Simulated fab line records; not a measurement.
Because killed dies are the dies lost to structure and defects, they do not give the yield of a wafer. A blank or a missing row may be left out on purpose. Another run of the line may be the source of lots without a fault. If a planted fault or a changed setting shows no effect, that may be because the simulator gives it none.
Which tool did it? ; flow n5_finfet ; Sampling: 12 lots, 34 wafers, 5 of 1938 route steps

## WHAT THE GAUGES READ, wafer by wafer
Not one reading of a measure or inspect step in the record can be checked against a usual standard deviation.

## WHICH TOOL RAN EACH LOT (tool, then ch and the chambers of the sampled wafers, then the start)
lot;N5_BEOL_M6_ALD_77;N5_BEOL_M15_PRE_CLEAN_42;N5_MIM_BOT_DEGAS_01;N5_MIM_TOP_ALD_02;N5_PASSIVATION_PROBE_49
L249;ald_metal-02 ch 2,3, day 8 18:13;pvd_sputter-01, day 11 10:55;pvd_sputter-03, day 11 14:02;ald_hk-03 ch 0,3, no start;-
L250;ald_metal-02 ch 2,3, day 8 23:53;pvd_sputter-02, day 11 15:25;pvd_sputter-02, day 11 19:19;ald_hk-03 ch 0,3, no start;-
L251;ald_metal-02 ch 0,2,3, day 9 04:58;pvd_sputter-01, day 11 19:31;pvd_sputter-02, day 12 00:42;ald_hk-03 ch 0,2, no start;-
L253;ald_metal-02 ch 1,2,3, day 9 17:28;pvd_sputter-01, day 12 08:41;pvd_sputter-01, day 12 14:08;ald_hk-01 ch 0,2,3, no start;-
L254;ald_metal-02 ch 0,1,3, day 9 21:37;pvd_sputter-03, day 12 08:32;pvd_sputter-03, day 12 11:13;ald_hk-03 ch 0,2,3, no start;-
L255;ald_metal-02 ch 0,3, day 10 05:43;pvd_sputter-01, day 13 00:15;pvd_sputter-01, day 13 02:56;ald_hk-01 ch 0,2, no start;-
L257;ald_metal-04 ch 0,1, day 10 11:34;pvd_sputter-03, day 13 03:14;pvd_sputter-03, day 13 06:20;ald_hk-03 ch 1,2,3, no start;-
L260;ald_metal-02 ch 0,1, day 10 20:24;pvd_sputter-03, day 13 15:17;pvd_sputter-03, day 13 18:49;ald_hk-03 ch 0,1,2, day 14 05:25 or earlier;prober-02, day 14 05:25
L266;ald_metal-04 ch 0,2, day 12 22:04;pvd_sputter-02, day 15 20:41;pvd_sputter-02, day 16 00:14;ald_hk-01 ch 1,3, no start;-
L267;ald_metal-02 ch 0,1,3, day 14 02:05;pvd_sputter-01, day 17 01:35;pvd_sputter-01, day 17 04:41;ald_hk-02 ch 1,3, no start;-
L268;ald_metal-04 ch 1,2, day 14 23:56;pvd_sputter-03, day 17 22:19;pvd_sputter-01, day 18 01:53;ald_hk-03 ch 0,3, no start;-
L272;ald_metal-04 ch 0,1,3, day 15 19:40;pvd_sputter-02, day 19 11:48;pvd_sputter-01, day 19 16:02;ald_hk-02 ch 0,3, no start;-
- N5_BEOL_M6_ALD_77: deposits TaN, target thk 2 nm, pulse time 2 s, purge time 3 s.
- N5_BEOL_M15_PRE_CLEAN_42: time 30 s.
- N5_MIM_BOT_DEGAS_01: time 60 s.
- N5_MIM_TOP_ALD_02: deposits Al2O3, purge time 3 s, co reactant pulse time 3 s.
- N5_PASSIVATION_PROBE_49

## WHAT THE TOOLS THEMSELVES READ (means of the sampled wafers that have a number; where no wafer has one, the mark that the record gives instead)
N5_BEOL_M6_ALD_77. Usual: heater_power_w at 408 W, with a standard deviation of 44.
lot;tool;heater_power_w (W);flag
L249;ald_metal-02;360;
L250;ald_metal-02;370;
L251;ald_metal-02;358;
L253;ald_metal-02;360;
L254;ald_metal-02;366;
L255;ald_metal-02;360;
L257;ald_metal-04;447;
L260;ald_metal-02;365;
L266;ald_metal-04;421;
L267;ald_metal-02;370;
L268;ald_metal-04;445;
L272;ald_metal-04;436;

N5_BEOL_M15_PRE_CLEAN_42. Usual: heater_power_w at 471 W, with a standard deviation of 40.
lot;tool;heater_power_w (W);flag
L249;pvd_sputter-01;448;
L250;pvd_sputter-02;443;
L251;pvd_sputter-01;441;
L253;pvd_sputter-01;443;
L254;pvd_sputter-03;494;
L255;pvd_sputter-01;447;
L257;pvd_sputter-03;501;
L260;pvd_sputter-03;510;
L266;pvd_sputter-02;456;
L267;pvd_sputter-01;446;
L268;pvd_sputter-03;498;
L272;pvd_sputter-02;457;

N5_MIM_BOT_DEGAS_01. Usual: heater_power_w at 464 W, with a standard deviation of 38.
lot;tool;heater_power_w (W);flag
L249;pvd_sputter-03;525;
L250;pvd_sputter-02;444;
L251;pvd_sputter-02;435;
L253;pvd_sputter-01;440;
L254;pvd_sputter-03;487;
L255;pvd_sputter-01;452;
L257;pvd_sputter-03;455;
L260;pvd_sputter-03;497;
L266;pvd_sputter-02;447;
L267;pvd_sputter-01;445;
L268;pvd_sputter-01;445;
L272;pvd_sputter-01;432;

N5_MIM_TOP_ALD_02. Usual: precursor_pulse_height_rel at 1.002, with a standard deviation of 0.021.
lot;tool;precursor_pulse_height_rel;flag
L249;ald_hk-03;1.011;
L250;ald_hk-03;1.016;
L251;ald_hk-03;0.983;
L253;ald_hk-01;1.012;
L254;ald_hk-03;1.005;
L255;ald_hk-01;1.007;
L257;ald_hk-03;1.022;
L260;ald_hk-03;0.996;
L266;ald_hk-01;0.996;
L267;ald_hk-02;0.998;
L268;ald_hk-03;1.018;
L272;ald_hk-02;1.000;

N5_PASSIVATION_PROBE_49. Usual: defect_limited_yield 91.3 %, standard deviation 1.7; killed_at_M0_to_M3 33, standard deviation 9.9; killed_at_M4_up 14, standard deviation 6.4; killed_at_contacts 12, standard deviation 7; killed_at_front_end 41, standard deviation 13; killed_at_other 3.1, standard deviation 2.9; killed_dies 103, standard deviation 20; killed_on_rim 13, standard deviation 4; killed_open 67, standard deviation 14; killed_short 34, standard deviation 9.4; sort_bin_4_leakage 0.03 %, standard deviation 0.24; sort_bin_5_function 5.1 %, standard deviation 1.1; sort_bin_6_memory 3.2 %, standard deviation 0.79; sort_bin_8_speed 0.02 %, standard deviation 0.15; sort_n_pass 1077, standard deviation 21; sort_yield_pct 91.2 %, standard deviation 1.7.
lot;tool;defect_limited_yield (%);killed_at_M0_to_M3;killed_at_M4_up;killed_at_contacts;killed_at_front_end;killed_at_other;killed_dies;killed_on_rim;killed_open;killed_short;sort_bin_4_leakage (%);sort_bin_5_function (%);sort_bin_6_memory (%);sort_bin_8_speed (%);sort_n_pass;sort_yield_pct (%);flag
L260;prober-02;87.0;21;86;11;33;2.7;153;20;50;26;0.00;7.8;3.1;0.00;1027;87.0;OFF

## THE ANSWER, worked out from the rows above alone
Rule: a lot counts as off when the mean over its wafers that have a number is more than 3 standard deviations away from the usual mean. A lot without any number at a reading at which 4 lots or more have one is off too. Where the step has rows for the other lots, those lots are counted as sound. Order of review: gauges by route order, followed by the tools' own readings, for which a lot's mean as printed above is used. At the first step where some lot is off, the reading lying furthest off is the one used; lots without a number count as furthest.
Off, at N5_PASSIVATION_PROBE_49 on killed_at_M4_up: L260. Neither off nor sound, because the step has no rows for them: L249, L250, L251, L253, L254, L255, L257, L266, L267, L268, L272.
A tool fits if, at that step or a process step before it, it ran every lot that is off, and no sound lot after the first of them. With no start given for some of its lots, N5_MIM_TOP_ALD_02 uses the hours and lot order of N5_PASSIVATION_PROBE_49. Can't be told from this: 4 tools fit, ald_metal-02 at N5_BEOL_M6_ALD_77, pvd_sputter-03 at N5_BEOL_M15_PRE_CLEAN_42 and N5_MIM_BOT_DEGAS_01, ald_hk-03 at N5_MIM_TOP_ALD_02, prober-02 at N5_PASSIVATION_PROBE_49.

## WHAT THE SIMULATOR HAD PUT IN
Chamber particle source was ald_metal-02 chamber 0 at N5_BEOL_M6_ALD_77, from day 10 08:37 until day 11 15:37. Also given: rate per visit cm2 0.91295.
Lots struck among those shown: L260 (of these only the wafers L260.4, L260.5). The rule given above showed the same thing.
